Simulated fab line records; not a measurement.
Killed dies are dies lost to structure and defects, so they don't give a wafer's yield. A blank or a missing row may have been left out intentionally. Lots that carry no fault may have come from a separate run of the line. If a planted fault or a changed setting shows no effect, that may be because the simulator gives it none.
Lot-split experiment | flow n5_finfet | route with 1938 steps; 7 lots, 21 wafers read

## ON THE SPLIT
At N5_BEOL_M7_PECVD_70 (deposits SiO2 from TEOS/O2, target thk 20 nm, time 22.7 s), the setting temp_c was moved away from the recipe's 400 C on 6 of the 21 wafers read, by +2.6% to +4.1%. All remaining wafers had this setting at the recipe value.

## FROM THE SPLIT TO THE READING: what the file shows between them, 3 steps
- N5_BEOL_M7_HM_DEP_02: deposits TiN, target thk 20 nm
- N5_BEOL_M7_COAT_59: time 60 s, resist thk 100 nm
- N5_BEOL_M7_STRIP_80: strips in N2/H2, time 10 s

## THE READING
SiO2_of_BEOL_M7_PECVD_70.thk_nm (the simulator's own value, which no gauge read), in nm, at N5_BEOL_M7_HM_STRIP_39 (strips TiN in peroxide tin strip, target depth 25 nm, time 158 s). The file does not state a usual value for it. Here, 15 wafers ran the recipe; their average is 20.0 nm with a standard deviation of 0.23 nm.

wafer  | tool, chamber at the split | temp_c as run, C | against the recipe | SiO2_of_BEOL_M7_PECVD_70.thk_nm, nm | against lot-mates on the recipe
L074.3 | pecvd-02, 1                | 400              | recipe             | 20.2                                | -
L074.6 | pecvd-02, 1                | 400              | recipe             | 20.2                                | -
L074.5 | pecvd-02, 2                | 400              | recipe             | 20                                  | -
L078.1 | pecvd-02, 1                | 400              | recipe             | 19.8                                | -
L078.2 | pecvd-02, 0                | 400              | recipe             | 19.6                                | -
L078.4 | pecvd-02, 1                | 400              | recipe             | 20                                  | -
L082.4 | pecvd-03, 1                | 412.9            | +3.2%              | 18.6                                | -1.6
L082.5 | pecvd-03, 0,2              | 400              | recipe             | 20.2                                | -
L082.6 | pecvd-03, 0,2              | 400              | recipe             | 20.2                                | -
L084.1 | pecvd-03, 0                | 400              | recipe             | 19.8                                | -
L084.4 | pecvd-03, 2,0              | 414.8            | +3.7%              | 18.4                                | -1.4
L084.6 | pecvd-03, 2,0              | 414.8            | +3.7%              | 18.4                                | -1.4
L089.1 | pecvd-02, 1,2              | 400              | recipe             | 20                                  | -
L089.5 | pecvd-02, 1,2              | 400              | recipe             | 20                                  | -
L089.4 | pecvd-02, 0                | 400              | recipe             | 19.8                                | -
L092.2 | pecvd-03, 2                | 400              | recipe             | 20.4                                | -
L092.6 | pecvd-03, 0                | 400              | recipe             | 20.4                                | -
L092.3 | pecvd-03, 0                | 410.4            | +2.6%              | 18.6                                | -1.8
L097.1 | pecvd-03, 0                | 400              | recipe             | 19.8                                | -
L097.3 | pecvd-03, 1                | 416.3            | +4.1%              | 17.2                                | -2.6
L097.6 | pecvd-03, 2                | 416.3            | +4.1%              | 18.2                                | -1.6
The file does not say which wafer passed through which chamber wherever a row lists several chambers: such a row stands for several wafers.

THE FIT
A straight line over all 21 wafers: SiO2_of_BEOL_M7_PECVD_70.thk_nm changes by -0.506 nm for each +1% of temp_c; r = -0.95; the points scatter about the line by 0.29 nm.
The same after taking each lot's own level away (the mean of its wafers on the recipe; 21 wafers): -0.477 nm for each +1%; r = -0.95; scatter 0.26 nm.
According to that fit, moving temp_c by its largest amount changes the reading by 1.9 nm.
From 19.80 to 20.40 nm: that is the span of the lots' own levels, equal to 2.6 times the standard deviation above.
The two slopes are in agreement: the lot-to-lot level therefore moves the slope only a little.
Check: for one of the wafers moved furthest among these (+4.1%), held out of the fit, the line's prediction against its lot-mates is -1.78 nm. It came out at -2.6 nm against them.

## THESE WAFERS: OTHER SPLITS
Other splits were also applied to these wafers ahead of the reading. Each is held against what the fit with the lots' levels taken away leaves over:
other split on the same wafers     | wafers away from the commonest value | r with SiO2_of_BEOL_M7_PECVD_70.thk_nm (lot level and that fit taken away)
N5_BEOL_M3_EXPOSE_08 dose_mj       | 6                                    | +0.05
N5_BEOL_M3_EXPOSE_25 dose_mj       | 6                                    | +0.22
N5_BEOL_M4_DESCUM_33 time_s        | 8                                    | +0.31
N5_BEOL_M4_ETCH_70 source_w        | 5                                    | +0.02
N5_BEOL_M5_ETCH_41 source_w        | 5                                    | -0.21
N5_BEOL_M6_TRENCH_ETCH_37 source_w | 6                                    | -0.05
N5_BEOL_M7_ILD_DEP_00 time_s       | 10                                   | -0.06

## THE WHOLE CHAIN: every reading that the file lists as answering this split, in the file's order
step                   | what it does                                                     | reading                                                                          | change (the file's fit)               | r (the file's)
N5_BEOL_M7_PECVD_70    | deposits SiO2 from TEOS/O2, target thk 20 nm, time 22.7 s        | SiO2_of_BEOL_M7_PECVD_70.thk_nm (the simulator's own value, which no gauge read) | -0.483 nm for each +1% of the setting | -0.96
N5_BEOL_M7_HM_STRIP_39 | strips TiN in peroxide tin strip, target depth 25 nm, time 158 s | SiO2_of_BEOL_M7_PECVD_70.thk_nm (the simulator's own value, which no gauge read) | -0.497 nm for each +1% of the setting | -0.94

## FILE'S OWN FIT
SiO2_of_BEOL_M7_PECVD_70.thk_nm changes by -0.497 nm for each +1% of temp_c, r = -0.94.
